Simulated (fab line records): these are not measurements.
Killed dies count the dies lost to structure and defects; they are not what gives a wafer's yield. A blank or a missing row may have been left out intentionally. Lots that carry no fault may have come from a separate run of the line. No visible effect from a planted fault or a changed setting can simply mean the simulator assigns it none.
fab line records    flow nand-harc
record lots=5  wafers=15  last-day=32
route steps=1302 shown A_CONTACT@990 END@1302
lots with no fault: from the same line, run without faults
start-h: the number of hours between the record's first day and the start of the first shown wafer of the lot    wait-h: hours since the lot's step before    " as in the row above    L1.1+2: several wafers, shown together as one row    - value missing, or start not given    * or withheld: withheld    < > ~ a bound
route shown NAME@n: a module of which the file shows steps, and the number in the route of the first    usual: the fault-free wafers' mean and standard deviation    same: alike in all rows    chamber/n: place in a boat    sites: readings site by site    _std_site: how widely they spread, as a standard deviation    _edge_site: inner sites' mean taken away from outer sites' mean    radius-mm: for every site, how far away it sits from the centre of the wafer    mask NAME#n: copy n    behind: tool/chamber where the wafer was last shaped    hold: reason for holding the lot/hours on hold/outcome of the hold    device: whichever transistor did not switch (one of n, p or np)    end of line: tests run on the same wafers once the route is complete    a step given without rows: its recipe and nothing more    killed: dies lost to structure and defects at the first sort, not the wafer's yield    map: a wafer's dies, x killed, . not, _ none there
set.NAME: the setting as run; set.NAME@STEP: as run at that earlier step    model.NAME: the simulator's own value behind a step, which no gauge read
a table for each step, a row for each wafer; lots at some steps of the route
services: from which hour (start-h, from the record's first day; less than 0 if before it) a tool's chamber was out of use, for how many hours, and why
## steps
# step NHARC_A_CONTACT_COAT_35
# recipe temp-c=225  time-s=65
# step NHARC_A_CONTACT_COAT_36
# recipe spin-rpm=1500  resist-thk-nm=90
# step NHARC_A_CONTACT_SOFTBAKE_37
# recipe temp-c=105  time-s=55
# step NHARC_A_CONTACT_EBR_38
# step NHARC_A_CONTACT_EXPOSE_39
# recipe na=1.35  sigma-outer=0.8  dose-mj=58.79  mask-id=A_CC_3
# step NHARC_A_CONTACT_PEB_40
# recipe peb-temp-c=100  peb-time-s=65
# step NHARC_A_CONTACT_DEVELOP_41
# recipe develop-time-s=35  dev-temp-c=23
# step NHARC_A_CONTACT_CD_MEAS_42
# recipe target-cd-nm=300  landing-energy-ev=500
# usual cd-nm=299.9/0.81
lot.wafer  tool       chamber  start-h  wait-h  cd-nm
L421.2     cd-sem-01  0        511.44   -       299.8
L421.3     "          0        "        "       299.2
L421.6     "          0        "        "       299.6
L422.2     cd-sem-02  0        519.60   -       299.7
L422.5     "          0        "        "       299.1
L422.6     "          0        "        "       298.5
L435.3     cd-sem-02  0        637.16   -       299.9
L435.4     "          0        "        "       299.3
L435.5     "          0        "        "       298.7
L439.2     cd-sem-03  0        674.79   -       299.9
L439.3     "          0        "        "       300.4
L439.4     "          0        "        "       300.3
L441.2     cd-sem-01  0        690.78   -       300.0
L441.4     "          0        "        "       300.2
L441.6     "          0        "        "       301.1
# step NHARC_A_CONTACT_OVL_MEAS_43
# usual overlay-x-nm=0.1/0.95  overlay-y-nm=0.0/0.9
lot.wafer  tool        chamber  start-h  wait-h  overlay-x-nm  overlay-y-nm
L421.2     overlay-02  -        511.53   -       -1.7          -0.8
L421.3     "           -        "        "       -1.4          -0.5
L421.6     "           -        "        "       -1.3          -0.5
L422.2     overlay-02  -        519.68   -       -0.1          -0.5
L422.5     "           -        "        "       0.1           -0.6
L422.6     "           -        "        "       -0.5          -1.4
L435.3     overlay-02  -        637.25   -       -0.6          0.4
L435.4     "           -        "        "       -0.7          0.1
L435.5     "           -        "        "       -0.2          0.7
L439.2     overlay-01  -        674.88   -       -0.7          1.0
L439.3     "           -        "        "       -0.2          0.9
L439.4     "           -        "        "       -0.5          1.3
L441.2     overlay-02  -        690.87   -       -0.2          -0.1
L441.4     "           -        "        "       0.3           0.2
L441.6     "           -        "        "       0.0           -0.3
# step NHARC_A_CONTACT_INSPECT_44
# usual raw-defect-count=81/27
lot.wafer  tool               chamber  start-h  wait-h  raw-defect-count
L421.2     defect-inspect-02  -        511.57   0.0     44
L421.3     "                  -        "        "       52
L421.6     "                  -        "        "       49
L422.2     defect-inspect-02  -        519.72   0.0     52
L422.5     "                  -        "        "       57
L422.6     "                  -        "        "       51
L435.3     defect-inspect-01  -        637.28   0.0     106
L435.4     "                  -        "        "       115
L435.5     "                  -        "        "       98
L439.2     defect-inspect-02  -        674.92   0.0     59
L439.3     "                  -        "        "       72
L439.4     "                  -        "        "       62
L441.2     defect-inspect-02  -        690.91   0.0     130
L441.4     "                  -        "        "       119
L441.6     "                  -        "        "       121
# step NHARC_A_CONTACT_DESCUM_47
# recipe time-s=3  o2-flow-sccm=200  ar-flow-sccm=0  bias-power-w=0  chemistry=O2
# usual drypump-motor-current-A=5.6/0.41  oes-product-au=0.999/0.014  rf-vpp-V=57.8/0.86  showerhead-plenum-p-Torr=1.91/0.093  throttle-valve-pct=11.310/0.0089
lot.wafer  tool         chamber  start-h  wait-h  drypump-motor-current-A  oes-product-au  rf-hours-counter-h  rf-vpp-V  showerhead-plenum-p-Torr  throttle-valve-pct
L421.2     rie-diel-06  0        511.64   0.1     5.5                      0.987           9                   58.2      2.03                      11.298
L421.3     "            1        "        "       4.8                      1.013           7                   58.2      1.85                      11.309
L421.6     "            1        "        "       4.8                      1.018           -                   57.7      1.85                      11.303
L422.2     rie-diel-12  1        519.80   0.1     5.9                      1.011           10                  57.8      1.89                      11.306
L422.5     "            2        "        "       5.7                      1.020           -                   56.6      1.79                      11.295
L422.6     "            3        "        "       5.9                      0.981           -                   57.8      1.98                      11.307
L435.3     rie-diel-12  2        637.36   0.1     5.7                      1.022           1                   57.4      1.78                      11.303
L435.4     "            3        "        "       5.9                      0.997           1                   57.5      1.97                      11.301
L435.5     "            0        "        "       4.9                      1.000           -                   58.9      1.83                      11.320
L439.4     rie-diel-06  2        674.97   0.1     5.7                      1.003           1                   58.2      2.03                      11.295
L439.2     "            0        "        "       5.5                      0.975           2                   57.3      2.02                      11.332
L439.3     "            1        "        "       4.8                      1.024           1                   58.4      1.83                      11.298
L441.4     rie-diel-03  0        690.98   0.1     6.1                      1.011           19                  57.9      1.81                      11.308
L441.2     "            1        "        "       5.7                      0.991           10                  57.9      1.93                      11.305
L441.6     "            3        "        "       5.8                      0.994           -                   57.0      1.82                      11.314
# step NHARC_A_CONTACT_ETCH_48
# recipe target-depth-a=390  over-etch-frac=0.3  time-s=65  ion-energy-ev=80  cf4-flow-sccm=150  ar-flow-sccm=0  rf-w=300  bias-w=100  chemistry=CF4
# usual drypump-motor-current-A=5.6/0.41  oes-product-au=0.999/0.015  rf-vpp-V=151.2/1.3  showerhead-plenum-p-Torr=1.77/0.078  throttle-valve-pct=13.285/0.01
lot.wafer  tool         chamber  start-h  wait-h  drypump-motor-current-A  oes-product-au  rf-hours-counter-h  rf-vpp-V  showerhead-plenum-p-Torr  throttle-valve-pct
L421.2     rie-diel-06  1        511.76   0.1     4.8                      1.023           7                   152.0     1.71                      13.284
L421.3     "            0        "        "       5.4                      0.979           9                   153.8     1.87                      13.280
L421.6     "            1        "        "       4.8                      1.013           -                   152.4     1.71                      13.283
L422.2     rie-diel-12  3        519.88   0.1     6.0                      0.981           9                   153.2     1.83                      13.307
L422.6     "            0        "        "       4.9                      0.978           -                   149.3     1.70                      13.287
L422.5     "            1        "        "       5.9                      1.000           -                   149.8     1.75                      13.285
L435.4     rie-diel-12  3        637.44   0.1     5.9                      1.001           1                   151.1     1.82                      13.307
L435.3     "            0        "        "       4.9                      1.006           1                   151.2     1.70                      13.292
L435.5     "            2        "        "       5.7                      1.024           -                   149.6     1.66                      13.302
L439.4     rie-diel-06  3        675.06   0.1     5.4                      1.027           1                   152.3     1.87                      13.281
L439.2     "            0        "        "       5.4                      0.974           2                   152.3     1.86                      13.279
L439.3     "            2        "        "       5.7                      0.999           1                   152.6     1.87                      13.278
L441.2     rie-diel-03  1        691.05   0.1     5.6                      0.993           10                  150.9     1.78                      13.287
L441.4     "            0        "        "       6.1                      1.002           19                  151.3     1.68                      13.282
L441.6     "            2        "        "       6.0                      0.983           -                   151.0     1.78                      13.277
# step NHARC_A_CONTACT_ETCH_49
# recipe target-depth-a=2600  over-etch-frac=0.3  time-s=475.3  ion-energy-ev=200  n2-flow-sccm=150  h2-flow-sccm=150  ar-flow-sccm=0  rf-w=400  bias-w=150  chemistry=N2/H2
# usual drypump-motor-current-A=5.6/0.39  h2-flow-sccm=149.9/0.45  oes-product-au=1.000/0.014  rf-vpp-V=430/3  showerhead-plenum-p-Torr=2.04/0.1  throttle-valve-pct=14.171/0.0086
lot.wafer  tool         chamber  start-h  wait-h  drypump-motor-current-A  h2-flow-sccm  oes-product-au  rf-hours-counter-h  rf-vpp-V  showerhead-plenum-p-Torr  throttle-valve-pct
L421.3     rie-diel-06  2        511.89   -       5.7                      150.7         0.985           6                   434       2.19                      14.172
L421.2     "            1        "        "       4.8                      150.7         1.012           7                   428       1.97                      14.167
L421.6     "            0        "        "       5.4                      149.7         0.988           -                   434       2.17                      14.194
L422.2     rie-diel-12  3        520.02   -       5.9                      150.3         0.988           9                   431       2.11                      14.172
L422.5     "            1        "        "       5.9                      150.6         1.009           -                   429       2.01                      14.188
L422.6     "            2        "        "       5.7                      149.7         1.024           -                   427       1.90                      14.182
L435.4     rie-diel-12  1        637.52   -       5.9                      119.7         0.980           1                   430       1.91                      13.654
L435.3     "            0        "        "       4.9                      149.8         1.002           1                   426       1.95                      14.164
L435.5     "            1        "        "       5.9                      119.9         0.979           -                   431       1.91                      13.657
L439.2     rie-diel-06  2        675.19   -       5.7                      150.8         1.001           1                   434       2.17                      14.168
L439.4     "            3        "        "       5.4                      150.8         1.014           1                   435       2.17                      14.177
L439.3     "            0        "        "       5.5                      150.0         0.980           2                   435       2.15                      14.165
L441.4     rie-diel-03  0        691.14   -       6.1                      149.9         1.017           19                  429       1.93                      14.174
L441.2     "            3        "        "       5.9                      149.7         1.016           18                  426       1.94                      14.163
L441.6     "            0        "        "       6.1                      150.7         1.025           -                   428       1.93                      14.164
# step NHARC_A_CONTACT_ETCH_50
# recipe target-depth-a=1210  time-s=60.5  cf4-flow-sccm=100  chf3-flow-sccm=30  ar-flow-sccm=0  rf-w=500  bias-w=200  chemistry=CF4/CHF3
# usual drypump-motor-current-A=5.6/0.4  oes-product-au=0.948/0.025  rf-vpp-V=370.5/2.4  showerhead-plenum-p-Torr=1.57/0.072  throttle-valve-pct=16.804/0.0092
lot.wafer  tool         chamber  start-h  wait-h  drypump-motor-current-A  oes-product-au  rf-hours-counter-h  rf-vpp-V  showerhead-plenum-p-Torr  throttle-valve-pct
L421.2     rie-diel-06  2        -        -       5.7                      0.934           6                   373.0     1.68                      16.800
L421.3     "            0        "        "       5.4                      0.933           10                  373.9     1.67                      16.810
L421.6     "            1        "        "       4.8                      0.964           -                   367.3     1.52                      16.816
L422.2     rie-diel-12  3        -        -       5.9                      0.943           9                   373.3     1.63                      16.789
L422.5     "            0        "        "       4.9                      0.977           -                   367.1     1.51                      16.800
L422.6     "            1        "        "       5.9                      0.987           -                   368.5     1.55                      16.812
L435.4     rie-diel-12  1        -        -       5.9                      0.952           2                   368.8     1.55                      16.802
L435.3     "            0        "        "       4.9                      0.953           2                   368.7     1.51                      16.822
L435.5     "            1        "        "       5.9                      0.943           -                   369.1     1.55                      16.792
L439.4     rie-diel-06  3        -        -       5.4                      0.978           1                   374.7     1.67                      16.801
L439.2     "            0        "        "       5.4                      0.950           2                   373.2     1.65                      16.796
L439.3     "            2        "        "       5.7                      0.965           1                   373.4     1.67                      16.791
L441.4     rie-diel-03  2        -        -       6.0                      0.945           18                  371.1     1.58                      16.820
L441.2     "            3        "        "       5.9                      0.975           18                  368.4     1.50                      16.807
L441.6     "            1        "        "       5.6                      0.959           -                   370.7     1.59                      16.803
# step NHARC_END_SORT_01
# recipe temp-c=25
# usual killed-at-array=59/17  killed-at-other=0.9/1.6  killed-at-periphery=3.7/2.3  killed-dies=64/17  killed-open=3.3/1.8  killed-short=2.4/1.6
# same gross-dies=677
lot.wafer  tool       chamber  start-h  wait-h  killed-at-array  killed-at-other  killed-at-periphery  killed-dies  killed-open  killed-short
L422.2     prober-01  0        597.82   2.8     43               0                1                    44           3            0
L422.5     prober-01  0        600.26   3.7     49               0                3                    52           2            3
L422.6     prober-01  0        601.08   4.1     46               0                5                    51           4            6
# killed by level:class
L422.2 A_SLIT:chamber-film-flake=26 A_CHANNEL_HOLE_D2:chamber-film-flake=6 A_ZERO_WELL:chamber-film-flake=3 A_CHANNEL_HOLE_D1:chamber-film-flake=3 A_CHANNEL_FILL_D1:geometric-particle:open=1 A_ONON_D2:geometric-particle:open=1 A_BLC:geometric-particle:open=1 P_GATE:chamber-film-flake=1
L422.5 A_SLIT:chamber-film-flake=31 A_CHANNEL_HOLE_D2:chamber-film-flake=4 A_CONTACT:chamber-film-flake=3 P_M0:chamber-film-flake=2 A_DECK1_JOINT:chamber-film-flake=2 A_CHANNEL_FILL_D2:geometric-particle:short=1 A_SGD_CUT:geometric-particle:open=1 A_WL_FILL:geometric-particle:short=1
L422.6 A_SLIT:chamber-film-flake=22 A_CHANNEL_HOLE_D2:chamber-film-flake=7 A_CONTACT:chamber-film-flake=4 P_M0:chamber-film-flake=3 A_ONON_D2:geometric-particle:short=2 A_M0:geometric-particle:short=2 A_CHANNEL_FILL_D1:chamber-film-flake=2 P_M0:geometric-particle:short=1
## services
tool         chamber  start-h  hours  kind
rie-diel-03  0        491.44   8.7    repair
rie-diel-06  0        493.44   -      clean
rie-diel-06  1        493.44   -      clean
rie-diel-06  1        493.44   -      consumable-replace:focus-ring
rie-diel-06  2        493.44   -      clean
rie-diel-06  3        493.44   -      clean
rie-diel-12  2        495.22   12.4   repair
rie-diel-03  3        499.98   1.6    repair
rie-diel-12  0        503.40   -      clean
rie-diel-12  1        503.40   -      clean
rie-diel-12  3        503.40   -      clean
rie-diel-06  3        508.98   12.6   repair
rie-diel-06  0        517.94   -      clean
rie-diel-06  1        517.94   -      clean
rie-diel-06  2        517.94   -      clean
rie-diel-12  0        527.90   -      clean
rie-diel-12  1        533.72   14.0   repair
rie-diel-03  0        595.85   5.6    repair
rie-diel-06  -        597.52   0.5    repair
rie-diel-12  -        622.40   9.0    pm
rie-diel-03  -        636.50   9.0    pm
rie-diel-03  1        650.83   17.3   repair
rie-diel-03  3        654.93   1.4    repair
rie-diel-06  -        661.44   9.0    pm
## key
first-sign step=NHARC_A_CONTACT_ETCH_49  reading=h2-flow-sccm  direction=down  sigmas=67  usual=149.9  struck=119.8
effect step=NHARC_A_CONTACT_ETCH_49  reading=throttle-valve-pct  direction=down  sigmas=60  usual=14.171  struck=13.656
met-at NHARC_A_CONTACT_ETCH_49
struck-wafers L435.4,L435.5
tester-left-out L435
onset-between 520.02 637.52
fault kind=process-parameter-drift  tool=rie-diel-12  chamber=1  onset-h=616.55  steps=NHARC_A_CONTACT_ETCH_49  channel=h2-flow-sccm  offset=-30  shape=step  end-h=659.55  acts-in=these-recipes-only  stated=150
# tester-left-out: of these lots the tester's yield and bins aren't shown, on N5 and GAA mostly nor the transistor test; their killed dies are dies lost to structure and defects alone, not to doping, threshold or leakage, so they don't give the yield
